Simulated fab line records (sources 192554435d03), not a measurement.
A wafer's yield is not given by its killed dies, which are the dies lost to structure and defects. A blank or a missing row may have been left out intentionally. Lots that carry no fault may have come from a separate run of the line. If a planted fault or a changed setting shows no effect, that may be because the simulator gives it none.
Chamber matching | flow n5-finfet | N5_FIN_SAQP_ETCH_34 on rie-diel-05 has 4 sister chambers
The step etches SiO2 in C4F6/O2, target depth 45 nm, time 15 s. 7 wafers are shown with their chamber, then 8 later ones without.

== WAFERS WITH THEIR CHAMBER ==
wafer  | chamber | throttle-valve-pct (%) | showerhead-plenum-p-Torr (Torr)
L077.3 | 2       | 21.15                  | 2.93
L078.3 | 0       | 20.51                  | 2.99
L081.2 | 0       | 20.49                  | 2.99
L083.1 | 1       | 21.52                  | 2.86
L083.3 | 3       | 21.23                  | 2.87
L083.6 | 3       | 21.24                  | 2.87
L089.1 | 1       | 21.55                  | 2.85

== WAFERS WHOSE CHAMBER IS MISSING ==
wafer  | throttle-valve-pct (%) | showerhead-plenum-p-Torr (Torr)
L089.3 | 20.54                  | 2.98
L089.5 | 21.16                  | 2.93
L090.3 | 21.15                  | 2.93
L090.4 | 21.16                  | 2.93
L090.6 | 21.25                  | 2.86
L094.1 | 21.26                  | 2.86
L094.5 | 21.27                  | 2.86
L094.6 | 21.16                  | 2.92

== CHAMBER TAKEN BY EACH ==
wafer  | from the rows above | in truth
L089.3 | 0                   | 0
L089.5 | 2                   | 2
L090.3 | 2                   | 2
L090.4 | 2                   | 2
L090.6 | 3                   | 3
L094.1 | 3                   | 3
L094.5 | 3                   | 3
L094.6 | 2                   | 2
8 of 8 placed correctly. Left unplaced by these rows: 0. 0 placed wrongly.
How it was worked out, from the rows above alone: a wafer's distance from a chamber is the root of the sum, over the readings, of the square of ((its reading less the chamber's mean) divided by the reading's scatter). If the next closest chamber is less than 2 further off than the closest, the wafer can't be placed; otherwise it belongs to the closest. A chamber's mean is the mean of its shown wafers. How the scatter is found: for the shown wafers, subtract from each reading the mean of its chamber, square and add these, divide the total by (wafers less chambers), then take the root.
